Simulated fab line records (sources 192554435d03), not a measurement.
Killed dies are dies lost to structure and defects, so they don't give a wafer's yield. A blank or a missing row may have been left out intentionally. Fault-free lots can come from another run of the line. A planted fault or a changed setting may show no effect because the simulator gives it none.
fab line records	flow n5Finfet	part 2 of 2: steps 5 to 6 of 6
record lots=21	wafers=63	lastDay=18
route steps=1938 shown BEOL_M8@1369 BEOL_M9@1414
lots that met no fault: from a run of the same line without faults
startH: the number of hours between the record's first day and the start of the first shown wafer of the lot	waitH: hours elapsed since this lot's preceding step	" repeats the value in the row above	L1.1+2: one row covering several wafers at once	- no value, or no start given	* or withheld: withheld	< > ~ a bound
route shown NAME@n: a module of which the file shows steps, and the number in the route of the first	usual: the fault-free wafers' mean and standard deviation	same: alike in all rows	chamber/n: place in a boat	sites: each site's reading	_std_site: standard deviation of those values	_edge_site: inner sites' mean taken away from outer sites' mean	radiusMm: for every site, how far away it sits from the centre of the wafer	mask NAME#n: copy n	behind: the last tool/chamber to shape the wafer	hold: why the lot went on hold/how many hours it stayed there/how the hold came to an end	device: transistor that didn't switch, given as n, p or np	end of line: the tests these same wafers got at the end of their route	a step with no rows: only its recipe	killed: not the wafer's yield, but the dies lost to structure and defects at the first sort	map: the dies of a wafer, with x for killed, . for not killed, _ for no die there
set.NAME: the setting the step ran with; set.NAME@STEP: the setting that earlier step ran with	model.NAME: the simulator's own value behind a step, which no gauge read
route steps across a sampled set of lots; one table per step, one row per wafer
services: when a tool's chamber went out of use (startH, in hours from the record's first day, below 0 if earlier), for how many hours, and the reason
## steps
# step N5_BEOL_M9_ETCH_41
# recipe chemistry=CH3F/O2	target=SiCN	targetDepthA=366	taperDeg=2	timeS=70.1	ionEnergyEv=120	maskMaterial=TiN	pressureMtorr=30	sourceW=395	biasW=75	Ar_flow_sccm=150	CH3F_flow_sccm=30	O2_flow_sccm=20
# usual drypumpMotorCurrentA=5.6/0.48	oesProductAu=0.81/0.081	rfVppV=297.1/1.5	showerheadPlenumPTorr=1.99/0.066	throttleValvePct=16.4/0.32
# same timeS=70.1
lot.wafer	tool	chamber	startH	waitH	drypumpMotorCurrentA	oesProductAu	rfHoursCounterH	rfVppV	showerheadPlenumPTorr	throttleValvePct
L075.3	rieDiel-06	3	-	-	5.3	0.72	-	295.1	1.92	16.7
L075.4	"	0	"	"	5.3	0.81	-	295.6	1.94	16.5
L075.6	"	0	"	"	5.3	0.81	-	296.8	1.94	16.5
L076.1	rieDiel-04	3	-	-	5.3	0.70	227	298.6	2.08	16.4
L076.3	"	2	"	"	6.1	0.68	240	298.3	2.06	16.8
L076.6	"	3	"	"	5.3	0.69	-	298.5	2.08	16.4
L077.1	rieDiel-06	0	-	-	5.4	0.81	79	296.8	1.94	16.5
L077.3	"	2	"	"	4.8	0.89	18	297.8	2.06	16.1
L077.5	"	3	"	"	5.3	0.72	-	295.4	1.91	16.7
L078.2	rieDiel-06	0	-	-	5.4	0.81	83	295.7	1.94	16.5
L078.4	"	0	"	"	5.3	0.80	-	295.0	1.94	16.5
L078.5	"	3	"	"	5.3	0.72	-	294.9	1.91	16.7
L079.3	rieDiel-02	0	-	-	5.9	0.73	-	297.7	1.98	16.7
L079.4	"	1	"	"	5.9	0.82	-	296.9	1.93	16.0
L079.6	"	1	"	"	5.9	0.81	-	296.4	1.93	16.0
L080.1	rieDiel-02	1	-	-	5.9	0.82	90	295.4	1.93	16.0
L080.2	"	0	"	"	6.0	0.74	196	297.1	1.98	16.7
L080.6	"	1	"	"	5.9	0.82	-	296.1	1.93	16.0
L081.2	rieDiel-06	1	-	-	5.2	0.94	13	299.8	2.14	16.1
L081.4	"	2	"	"	4.8	0.86	29	297.3	2.06	16.1
L081.5	"	3	"	"	5.3	0.72	-	294.7	1.91	16.7
L082.2	rieDiel-02	3	-	-	5.1	0.76	156	296.4	1.93	16.8
L082.4	"	0	"	"	6.0	0.73	-	296.0	1.98	16.8
L082.6	"	1	"	"	5.9	0.82	-	296.9	1.93	16.1
L083.2	rieDiel-06	0	-	-	5.3	0.80	93	297.4	1.93	16.5
L083.4	"	2	"	"	4.8	0.86	32	298.2	2.06	16.1
L083.5	"	2	"	"	4.8	0.86	-	299.0	2.06	16.1
L084.1	rieDiel-04	1	-	-	6.5	0.76	139	298.6	1.98	16.0
L084.3	"	0	"	"	5.6	0.90	-	297.0	1.96	16.4
L084.4	"	1	"	"	6.5	0.76	-	298.8	1.98	16.0
L085.3	rieDiel-06	0	-	-	5.3	0.78	100	296.2	1.93	16.5
L085.5	"	0	"	"	5.3	0.79	-	295.3	1.93	16.5
L085.6	"	3	"	"	5.3	0.71	-	295.1	1.91	16.8
L088.2	rieDiel-02	3	-	-	5.1	0.75	168	295.5	1.93	16.9
L088.3	"	1	"	"	5.9	0.80	108	295.3	1.93	16.1
L088.5	"	1	"	"	5.9	0.79	-	296.3	1.93	16.1
L087.2	rieDiel-06	1	-	-	5.2	0.90	24	299.3	2.13	16.1
L087.4	"	3	"	"	5.3	0.71	214	296.5	1.91	16.8
L087.6	"	1	"	"	5.2	0.90	-	300.3	2.13	16.1
L086.1	rieDiel-06	3	-	-	5.3	0.71	215	294.9	1.91	16.8
L086.2	"	0	"	"	5.3	0.79	102	296.1	1.93	16.5
L086.5	"	2	"	"	4.8	0.85	-	299.2	2.06	16.1
L089.2	rieDiel-04	2	-	-	6.1	0.96	2	297.9	2.06	16.2
L089.4	"	0	"	"	5.6	0.87	33	297.1	1.95	16.4
L089.6	"	2	"	"	6.1	0.96	-	299.0	2.06	16.2
L091.2	rieDiel-06	0	-	-	5.3	0.79	105	295.2	1.93	16.5
L091.4	"	1	"	"	5.1	0.89	27	299.2	2.13	16.1
L091.6	"	1	"	"	5.2	0.90	-	299.3	2.13	16.1
L090.1	rieDiel-04	0	-	-	5.5	0.87	37	297.1	1.95	16.4
L090.5	"	2	"	"	6.1	0.94	-	298.7	2.05	16.3
L090.6	"	1	"	"	6.5	0.74	-	298.7	1.98	16.0
L093.3	rieDiel-04	2	-	-	6.1	0.91	9	297.9	2.05	16.3
L093.4	"	3	"	"	5.3	0.67	249	299.1	2.07	16.4
L093.5	"	1	"	"	6.5	0.75	-	297.8	1.98	16.0
L094.4	rieDiel-02	3	-	-	5.0	0.74	178	295.3	1.92	16.9
L094.5	"	3	"	"	5.0	0.74	-	293.8	1.92	16.9
L094.6	"	0	"	"	6.0	0.72	-	298.1	1.97	16.8
L095.1	rieDiel-02	2	-	-	5.7	0.89	23	295.6	1.95	15.8
L095.5	"	2	"	"	5.8	0.89	-	296.2	1.95	15.8
L095.6	"	1	"	"	5.9	0.79	-	295.2	1.92	16.1
L096.1	rieDiel-04	1	-	-	6.5	0.74	172	296.4	1.97	16.1
L096.2	"	0	"	"	5.6	0.84	54	295.2	1.95	16.4
L096.3	"	2	"	"	6.1	0.88	25	298.1	2.05	16.3
# step N5_BEOL_M9_STRIP_80
# recipe chemistry=N2/H2	timeS=10	powerW=450	tempC=40	pressureMtorr=20	rfFrequencyHz=6e+07	biasPowerW=7	n2FlowSccm=200	h2FlowSccm=200
# usual drypumpMotorCurrentA=5.6/0.48	h2FlowSccm=200.0/0.63	n2FlowSccm=200.0/0.55	oesProductAu=0.81/0.087	rfVppV=59.0/0.83	showerheadPlenumPTorr=2.52/0.088	throttleValvePct=23.7/0.37
# same timeS=10
lot.wafer	tool	chamber	startH	waitH	drypumpMotorCurrentA	h2FlowSccm	n2FlowSccm	oesProductAu	rfHoursCounterH	rfVppV	showerheadPlenumPTorr	throttleValvePct
L075.3	rieDiel-06	3	-	-	5.3	201.0	199.1	0.72	-	58.3	2.42	24.2
L075.4	"	0	"	"	5.4	200.3	200.8	0.83	-	57.8	2.47	24.0
L075.6	"	0	"	"	5.4	199.6	200.1	0.83	-	59.0	2.47	24.0
L076.1	rieDiel-04	3	-	-	5.3	200.1	199.8	0.69	227	59.4	2.64	23.7
L076.3	"	2	"	"	6.1	199.3	199.4	0.68	240	59.9	2.63	24.5
L076.6	"	3	"	"	5.3	200.2	199.9	0.70	-	58.6	2.64	23.7
L077.1	rieDiel-06	0	-	-	5.4	200.6	199.7	0.81	79	57.3	2.47	24.0
L077.3	"	2	"	"	4.8	199.6	200.4	0.90	18	59.2	2.60	23.4
L077.5	"	3	"	"	5.3	199.3	199.8	0.71	-	58.7	2.42	24.2
L078.2	rieDiel-06	0	-	-	5.3	199.2	200.5	0.81	83	59.1	2.47	24.0
L078.4	"	0	"	"	5.3	199.9	200.5	0.82	-	59.6	2.47	24.0
L078.5	"	3	"	"	5.3	200.6	199.9	0.71	-	60.4	2.42	24.2
L079.3	rieDiel-02	0	-	-	5.9	199.6	200.4	0.74	-	58.0	2.49	23.9
L079.4	"	1	"	"	6.0	199.7	200.8	0.83	-	57.3	2.45	23.3
L079.6	"	1	"	"	5.9	200.0	200.3	0.83	-	59.2	2.45	23.3
L080.1	rieDiel-02	1	-	-	5.9	199.8	199.2	0.83	90	60.0	2.45	23.3
L080.2	"	0	"	"	6.0	201.6	199.7	0.74	196	58.5	2.49	23.9
L080.6	"	1	"	"	5.9	199.6	199.7	0.83	-	58.9	2.45	23.3
L081.2	rieDiel-06	1	-	-	5.1	200.3	200.7	0.94	13	60.8	2.72	23.5
L081.4	"	2	"	"	4.8	200.4	201.0	0.88	29	59.1	2.59	23.4
L081.5	"	3	"	"	5.3	198.9	200.5	0.70	-	58.4	2.42	24.2
L082.2	rieDiel-02	3	-	-	5.1	200.9	200.0	0.76	156	57.2	2.42	23.9
L082.4	"	0	"	"	5.9	199.6	200.1	0.73	-	58.7	2.49	23.9
L082.6	"	1	"	"	5.9	200.1	201.1	0.81	-	57.8	2.45	23.3
L083.2	rieDiel-06	0	-	-	5.3	199.2	199.9	0.82	93	59.2	2.46	24.1
L083.4	"	2	"	"	4.8	200.6	200.2	0.88	32	59.9	2.59	23.4
L083.5	"	2	"	"	4.8	200.5	200.3	0.88	-	58.5	2.59	23.4
L084.1	rieDiel-04	1	-	-	6.5	199.9	199.8	0.75	139	59.4	2.54	23.1
L084.3	"	0	"	"	5.6	199.2	200.9	0.91	-	60.2	2.49	23.9
L084.4	"	1	"	"	6.5	199.6	200.1	0.76	-	59.2	2.54	23.1
L085.3	rieDiel-06	0	-	-	5.3	200.9	199.4	0.81	100	58.2	2.46	24.1
L085.5	"	0	"	"	5.3	201.6	200.3	0.80	-	59.8	2.46	24.1
L085.6	"	3	"	"	5.3	199.6	199.4	0.71	-	58.4	2.41	24.2
L088.2	rieDiel-02	3	-	-	5.0	202.1	200.6	0.74	168	59.0	2.41	24.0
L088.3	"	1	"	"	5.9	199.9	200.4	0.79	108	58.5	2.44	23.3
L088.5	"	1	"	"	5.9	200.1	200.3	0.79	-	58.0	2.44	23.3
L087.2	rieDiel-06	1	-	-	5.2	200.9	199.5	0.92	24	60.6	2.72	23.5
L087.4	"	3	"	"	5.3	199.7	200.4	0.69	214	58.9	2.41	24.3
L087.6	"	1	"	"	5.2	201.1	200.9	0.94	-	59.7	2.72	23.5
L086.1	rieDiel-06	3	-	-	5.3	200.5	199.7	0.69	215	57.5	2.41	24.3
L086.2	"	0	"	"	5.4	199.3	199.1	0.79	102	59.3	2.46	24.1
L086.5	"	2	"	"	4.8	199.9	199.4	0.85	-	59.3	2.59	23.5
L089.2	rieDiel-04	2	-	-	6.1	200.5	200.4	0.97	2	58.9	2.63	24.0
L089.4	"	0	"	"	5.6	199.1	200.1	0.88	33	59.5	2.48	23.9
L089.6	"	2	"	"	6.1	199.8	200.8	0.98	-	58.5	2.63	24.0
L091.2	rieDiel-06	0	-	-	5.4	199.5	199.6	0.79	105	58.8	2.46	24.1
L091.4	"	1	"	"	5.2	199.6	200.3	0.91	27	60.8	2.71	23.5
L091.6	"	1	"	"	5.2	198.9	199.0	0.91	-	58.4	2.72	23.5
L090.1	rieDiel-04	0	-	-	5.5	199.6	199.5	0.87	37	57.7	2.48	23.9
L090.5	"	2	"	"	6.1	199.1	199.9	0.94	-	61.2	2.62	24.0
L090.6	"	1	"	"	6.5	199.6	199.3	0.74	-	57.7	2.53	23.1
L093.3	rieDiel-04	2	-	-	6.1	200.3	200.0	0.94	9	59.3	2.62	24.0
L093.4	"	3	"	"	5.3	199.6	200.1	0.69	249	59.8	2.63	23.7
L093.5	"	1	"	"	6.5	199.5	200.5	0.75	-	60.0	2.53	23.2
L094.4	rieDiel-02	3	-	-	5.0	198.6	200.9	0.74	178	58.2	2.41	24.0
L094.5	"	3	"	"	5.0	200.2	200.1	0.74	-	59.4	2.41	24.0
L094.6	"	0	"	"	6.0	201.0	200.6	0.72	-	57.5	2.48	23.9
L095.1	rieDiel-02	2	-	-	5.8	201.3	199.3	0.90	23	58.7	2.50	23.4
L095.5	"	2	"	"	5.8	199.8	199.5	0.90	-	58.7	2.50	23.3
L095.6	"	1	"	"	5.9	200.1	199.6	0.80	-	57.4	2.43	23.3
L096.1	rieDiel-04	1	-	-	6.5	199.8	200.6	0.73	172	59.1	2.53	23.2
L096.2	"	0	"	"	5.6	199.8	201.5	0.85	54	58.3	2.47	24.0
L096.3	"	2	"	"	6.1	200.3	199.5	0.91	26	58.5	2.62	24.0
## services
tool	chamber	startH	hours	kind
rieDiel-04	2	198.53	2.8	repair
rieDiel-06	2	218.19	13.6	repair
rieDiel-06	0	220.16	6.2	repair
rieDiel-02	3	243.66	9.1	repair
rieDiel-02	2	249.10	3.6	repair
rieDiel-03	-	253.52	0.4	repair
rieDiel-05	0	265.47	8.7	repair
rieDiel-06	-	266.11	2.8	pm
rieDiel-04	0	266.58	4.5	repair
rieDiel-05	2	279.25	2.4	repair
rieDiel-05	0	287.52	1.8	repair
rieDiel-01	3	288.67	23.6	repair
rieDiel-05	1	290.79	6.3	repair
rieDiel-03	0	293.22	10.1	repair
rieDiel-01	0	317.16	9.8	repair
rieDiel-05	1	317.84	8.7	repair
rieDiel-06	3	330.98	3.6	repair
rieDiel-03	0	336.21	4.9	repair
rieDiel-06	3	344.09	19.8	repair
rieDiel-01	-	349.21	14.6	pm
rieDiel-03	3	359.58	7.1	repair
rieDiel-06	0	359.62	9.0	repair
rieDiel-01	0	372.32	7.8	repair
rieDiel-06	1	372.98	32.4	repair
